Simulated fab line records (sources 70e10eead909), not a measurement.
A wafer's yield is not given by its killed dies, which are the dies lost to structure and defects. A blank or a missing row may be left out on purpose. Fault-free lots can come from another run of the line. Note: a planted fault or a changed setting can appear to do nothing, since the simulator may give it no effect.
Which tool was responsible? -- flow nand_harc -- 24 lots with 72 wafers sampled at 3 steps, on a route of 1302 steps

== WHAT EACH GAUGE READ, for each wafer ==
NHARC_A_CONTACT_OVL_MEAS_43. Usual: overlay_x_nm 0.1 nm, standard deviation 0.75; overlay_y_nm 0.1 nm, standard deviation 0.92.
lot,measured,on,overlay_x_nm (nm),overlay_y_nm (nm),flag
L075,day 21 12:44,overlay-02,-0.5 -0.7 -1.0,-0.1 0.2 0.3,
L077,day 22 02:10,overlay-01,0.0 0.3 0.2,0.5 0.9 1.0,
L076,day 22 02:31,overlay-02,0.0 0.3 0.0,0.9 0.0 0.6,
L074,day 22 09:32,overlay-02,2.3 1.4 1.7,-0.3 -0.3 0.2,
L078,day 22 08:38,overlay-02,0.9 0.9 0.9,-0.6 -0.4 -0.3,
L079,day 23 09:46,overlay-01,0.0 -0.2 -0.5,2.3 2.0 2.3,
L081,day 23 09:37,overlay-02,0.3 0.2 0.4,-0.3 -0.3 -0.3,
L080,day 23 14:26,overlay-01,1.0 0.4 -0.1,-0.2 0.1 -0.6,
L083,day 24 19:50,overlay-01,0.1 0.8 0.5,0.5 0.4 -0.2,
L082,day 24 21:37,overlay-01,0.0 -0.4 -0.5,2.1 1.6 1.6,
L085,day 25 18:32,overlay-02,-0.7 -0.8 -1.3,-1.8 -0.9 -0.9,
L086,day 26 10:42,overlay-01,0.9 0.8 0.6,0.7 0.7 0.0,
L084,day 26 09:25,overlay-02,0.4 0.0 0.0,0.1 0.8 0.3,
L088,day 27 16:28,overlay-02,1.2 1.3 1.6,-0.5 -0.5 -0.1,
L087,day 27 12:25,overlay-01,0.4 0.1 0.1,-2.0 -2.4 -2.2,
L090,day 27 12:16,overlay-02,0.2 -0.2 -0.1,-0.9 -0.3 -0.7,
L089,day 27 20:50,overlay-02,-0.5 -0.3 -0.2,0.5 0.6 0.7,
L091,day 28 01:20,overlay-01,1.5 0.3 1.3,-0.6 -0.3 0.1,
L092,day 29 06:07,overlay-02,0.1 -0.6 -1.0,-0.5 0.0 -0.3,
L093,day 29 14:13,overlay-01,-0.3 -0.8 -1.0,0.8 1.4 1.1,
L095,day 30 10:47,overlay-01,-1.2 -0.6 -1.0,0.5 0.3 0.9,
L096,day 30 16:39,overlay-01,0.0 -0.1 -0.3,-0.6 -0.2 -0.8,
L094,day 30 20:01,overlay-02,-0.7 -0.6 -0.5,0.1 0.7 0.3,
L097,day 31 07:15,overlay-02,0.3 0.5 -0.1,1.5 1.0 1.1,

== WHICH TOOL RAN EACH LOT (tool, then ch and the chambers of the sampled wafers, then the start) ==
lot,NHARC_A_WL_FILL_CVD_03,NHARC_A_WL_FILL_STRIP_29
L075,"cvd_w-01 ch 0,1, day 20 12:38","rie_diel-12 ch 0,2,3, day 21 00:38"
L077,"cvd_w-02 ch 0,1, day 21 00:27","rie_diel-12 ch 0,1,3, day 21 11:21"
L076,"cvd_w-01 ch 0,1, day 21 00:43","rie_diel-02 ch 0,1,2, day 21 11:20"
L074,"cvd_w-01 ch 0,1, day 21 04:37","rie_diel-02 ch 1,2,3, day 21 14:56"
L078,"cvd_w-02 ch 0,1, day 21 05:07","rie_diel-12 ch 1,2,3, day 21 14:58"
L079,"cvd_w-02 ch 0,1, day 22 10:29","rie_diel-07 ch 0,1, day 22 21:20"
L081,"cvd_w-01 ch 0,1, day 22 10:40","rie_diel-12 ch 0,1,3, day 22 21:19"
L080,"cvd_w-01 ch 0,1, day 22 14:23","rie_diel-07 ch 1,2,3, day 23 01:23"
L083,"cvd_w-01 ch 0,1, day 23 18:08","rie_diel-07 ch 0,2,3, day 24 07:04"
L082,"cvd_w-02 ch 0,1, day 23 18:11","rie_diel-02 ch 0,2, day 24 07:05"
L085,"cvd_w-02 ch 0,1, day 24 19:06","rie_diel-02 ch 1,2,3, day 25 05:58"
L086,"cvd_w-02 ch 0,1, day 25 07:47","rie_diel-12 ch 0,1,3, day 25 18:59"
L084,"cvd_w-01 ch 0,1, day 25 07:53","rie_diel-07 ch 0,1,2, day 25 18:58"
L088,"cvd_w-01 ch 0,1, day 26 13:15","rie_diel-02 ch 1,2,3, day 27 03:13"
L087,"cvd_w-01 ch 0,1, day 26 16:04","rie_diel-07 ch 0,2,3, day 27 00:07"
L090,"cvd_w-02 ch 0,1, day 26 16:09","rie_diel-02 ch 1,2,3, day 27 00:07"
L089,"cvd_w-02 ch 0,1, day 26 19:08","rie_diel-07 ch 0,1,3, day 27 08:29"
L091,"cvd_w-01 ch 0,1, day 27 01:28","rie_diel-02 ch 1,2,3, day 27 13:12"
L092,"cvd_w-01 ch 0,1, day 28 03:23","rie_diel-02 ch 0,2,3, day 28 17:45"
L093,"cvd_w-02 ch 0, day 28 10:42","rie_diel-12 ch 0,3, day 29 02:11"
L095,"cvd_w-01 ch 0,1, day 29 09:04","rie_diel-07 ch 0,2, day 29 22:32"
L096,"cvd_w-01 ch 0,1, day 29 14:59","rie_diel-12 ch 0,1,2, day 30 03:42"
L094,"cvd_w-02 ch 0,1, day 29 18:50","rie_diel-07 ch 2,3, day 30 06:49"
L097,"cvd_w-01 ch 0,1, day 30 07:49","rie_diel-07 ch 0,2, day 30 19:45"
- NHARC_A_WL_FILL_CVD_03: deposits W, target thk 40 nm, time 279 s.
- NHARC_A_WL_FILL_STRIP_29: strips in O2, time 20 s.

== AS READ BY THE TOOLS THEMSELVES (means over the sampled wafers that have a number; for cases with no such wafer, the mark the record gives instead) ==
NHARC_A_WL_FILL_CVD_03. Usual: heater_power_w 488 W, standard deviation 22; throttle_valve_pct 7.89 %, standard deviation 0.21.
lot,tool,heater_power_w (W),throttle_valve_pct (%),flag
L075,cvd_w-01,491,7.74,
L077,cvd_w-02,495,7.89,
L076,cvd_w-01,501,7.88,
L074,cvd_w-01,494,7.82,
L078,cvd_w-02,498,7.70,
L079,cvd_w-02,471,7.97,
L081,cvd_w-01,503,7.78,
L080,cvd_w-01,494,7.75,
L083,cvd_w-01,488,7.77,
L082,cvd_w-02,500,7.87,
L085,cvd_w-02,500,7.92,
L086,cvd_w-02,510,7.90,
L084,cvd_w-01,477,7.92,
L088,cvd_w-01,476,7.84,
L087,cvd_w-01,480,7.96,
L090,cvd_w-02,499,7.94,
L089,cvd_w-02,505,7.78,
L091,cvd_w-01,478,7.84,
L092,cvd_w-01,482,8.13,
L093,cvd_w-02,497,7.71,
L095,cvd_w-01,483,7.90,
L096,cvd_w-01,486,7.88,
L094,cvd_w-02,487,8.12,
L097,cvd_w-01,494,8.02,

NHARC_A_WL_FILL_STRIP_29. Usual: drypump_motor_current_A 5.7 A, standard deviation 0.46; oes_product_au 0.998 a.u., standard deviation 0.0092; rf_vpp_V 58.0 V, standard deviation 0.88; showerhead_plenum_p_Torr 3.61 Torr, standard deviation 0.11; throttle_valve_pct 17.036 %, standard deviation 0.0091.
lot,tool,drypump_motor_current_A (A),oes_product_au (a.u.),rf_vpp_V (V),showerhead_plenum_p_Torr (Torr),throttle_valve_pct (%),flag
L075,rie_diel-12,5.5,1.002,58.2,3.59,17.032,
L077,rie_diel-12,5.2,1.002,58.1,3.65,17.036,
L076,rie_diel-02,5.8,1.002,58.2,3.63,17.033,
L074,rie_diel-02,5.9,1.004,59.0,3.69,17.035,
L078,rie_diel-12,5.6,1.003,57.8,3.54,17.036,
L079,rie_diel-07,5.3,0.998,57.9,3.72,17.038,
L081,rie_diel-12,5.2,0.995,57.7,3.65,17.033,
L080,rie_diel-07,5.9,0.987,58.2,3.58,17.042,
L083,rie_diel-07,6.0,0.998,57.3,3.55,17.043,
L082,rie_diel-02,5.9,1.000,57.5,3.64,17.037,
L085,rie_diel-02,5.9,0.994,58.0,3.69,17.046,
L086,rie_diel-12,5.1,0.996,57.6,3.65,17.040,
L084,rie_diel-07,5.7,0.997,57.2,3.61,17.038,
L088,rie_diel-02,5.9,1.012,59.3,3.69,17.033,
L087,rie_diel-07,6.0,0.993,57.0,3.55,17.036,
L090,rie_diel-02,5.9,1.003,58.4,3.69,17.042,
L089,rie_diel-07,5.6,0.991,57.7,3.66,17.038,
L091,rie_diel-02,5.9,0.997,58.4,3.69,17.029,
L092,rie_diel-02,5.8,1.007,58.0,3.64,17.034,
L093,rie_diel-12,5.1,1.000,58.7,3.70,17.031,
L095,rie_diel-07,6.2,0.983,58.0,3.49,17.036,
L096,rie_diel-12,5.6,1.004,57.9,3.57,17.046,
L094,rie_diel-07,6.3,0.996,57.4,3.46,17.038,
L097,rie_diel-07,6.1,0.988,57.3,3.49,17.034,

== THE ANSWER, worked out from the rows above alone ==
Rule: take the mean of a lot's wafers that have a number; if it is more than 3 standard deviations from the usual mean, the lot is off. A lot without any number at a reading at which 4 lots or more have one is off too. The other lots that the step has rows for count as sound. First the gauges in route order, then the tools' own readings, where a lot's mean is used as printed above. The first step at which some lot is off is used, and at that step the reading that is off furthest; a lot without a number counts as furthest.
No lot is off at any reading shown: from this, nothing can be told.

== WHAT WAS PUT IN BY THE SIMULATOR ==
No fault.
